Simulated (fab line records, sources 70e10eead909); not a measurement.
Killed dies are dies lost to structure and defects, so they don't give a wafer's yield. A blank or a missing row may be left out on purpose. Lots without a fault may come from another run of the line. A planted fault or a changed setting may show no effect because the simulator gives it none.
Which tool did it? | flow nand_harc | 13 lots, 39 wafers sampled, at 2 steps of a route of 1159

WHAT THE GAUGES READ, wafer by wafer
NHARC_P_M1_THK_MEAS_24: measures by xrf. Usual: thk_nm 157.7 nm, standard deviation 1.7.
lot  | measured     | on            | thk_nm (nm)       | flag
L911 | day 6 14:01  | film_metro-01 | 158.5 158.2 158.0 |
L914 | day 6 22:09  | film_metro-02 | 158.2 157.3 157.7 |
L915 | day 7 11:55  | film_metro-02 | 156.7 159.2 158.9 |
L917 | day 7 23:09  | film_metro-02 | 152.1 154.4 154.9 |
L916 | day 7 23:55  | film_metro-02 | 156.4 158.1 158.6 |
L918 | day 8 11:07  | film_metro-02 | 157.1 158.7 157.8 |
L922 | day 9 08:40  | film_metro-01 | 156.6 157.4 155.4 |
L921 | day 9 09:26  | film_metro-02 | 159.2 155.1 157.7 |
L924 | day 9 11:56  | film_metro-01 | 157.0 155.4 155.0 |
L926 | day 10 02:41 | film_metro-02 | 157.3 157.5 158.1 |
L931 | day 11 03:36 | film_metro-01 | 157.1 157.3 157.5 |
L932 | day 11 08:43 | film_metro-01 | 158.2 158.8 158.0 |
L933 | day 11 19:53 | film_metro-01 | 158.2 158.0 160.1 |

WHICH TOOL RAN EACH LOT (tool, then ch and the chambers of the sampled wafers, then the start)
lot  | NHARC_P_M1_ANNEAL_31
L911 | rtp_anneal-01 ch 0, day 6 13:23
L914 | rtp_anneal-01 ch 0, day 6 21:31
L915 | rtp_anneal-01 ch 0, day 7 11:15
L917 | rtp_anneal-02 ch 0, day 7 22:29
L916 | rtp_anneal-02 ch 0, day 7 23:15
L918 | rtp_anneal-01 ch 0, day 8 10:28
L922 | rtp_anneal-02 ch 0, day 9 08:00
L921 | rtp_anneal-02 ch 0, day 9 08:47
L924 | rtp_anneal-01 ch 0, day 9 11:17
L926 | rtp_anneal-01 ch 0, day 10 02:02
L931 | rtp_anneal-02 ch 0, day 11 03:03
L932 | rtp_anneal-01 ch 0, day 11 08:04
L933 | rtp_anneal-01 ch 0, day 11 19:20
- NHARC_P_M1_ANNEAL_31: time 90 s.

WHAT THE TOOLS THEMSELVES READ (means of the sampled wafers that have a number; where no wafer has one, the mark that the record gives instead)
NHARC_P_M1_ANNEAL_31. Usual: wafer_temp_C_max 225.82, standard deviation 0.21.
lot  | tool          | wafer_temp_C_max | flag
L911 | rtp_anneal-01 | 225.81           |
L914 | rtp_anneal-01 | 225.68           |
L915 | rtp_anneal-01 | 225.89           |
L917 | rtp_anneal-02 | 225.88           |
L916 | rtp_anneal-02 | 226.05           |
L918 | rtp_anneal-01 | 226.05           |
L922 | rtp_anneal-02 | 225.74           |
L921 | rtp_anneal-02 | 225.83           |
L924 | rtp_anneal-01 | 225.65           |
L926 | rtp_anneal-01 | 225.86           |
L931 | rtp_anneal-02 | 225.90           |
L932 | rtp_anneal-01 | 225.88           |
L933 | rtp_anneal-01 | 225.79           |

THE ANSWER, worked out from the rows above alone
Rule: a lot is off if the mean of its wafers that have a number lies more than 3 standard deviations from the usual mean. A lot without any number at a reading at which 4 lots or more have one is off too. The other lots that the step has rows for count as sound. The gauges are gone through in route order, then the tools' own readings, and for those a lot's mean is taken as printed above. The first step at which some lot is off is used, and at that step the reading that is off furthest; a lot without a number counts as furthest.
No lot is off at any reading shown: from this, nothing can be told.

WHAT THE SIMULATOR HAD PUT IN
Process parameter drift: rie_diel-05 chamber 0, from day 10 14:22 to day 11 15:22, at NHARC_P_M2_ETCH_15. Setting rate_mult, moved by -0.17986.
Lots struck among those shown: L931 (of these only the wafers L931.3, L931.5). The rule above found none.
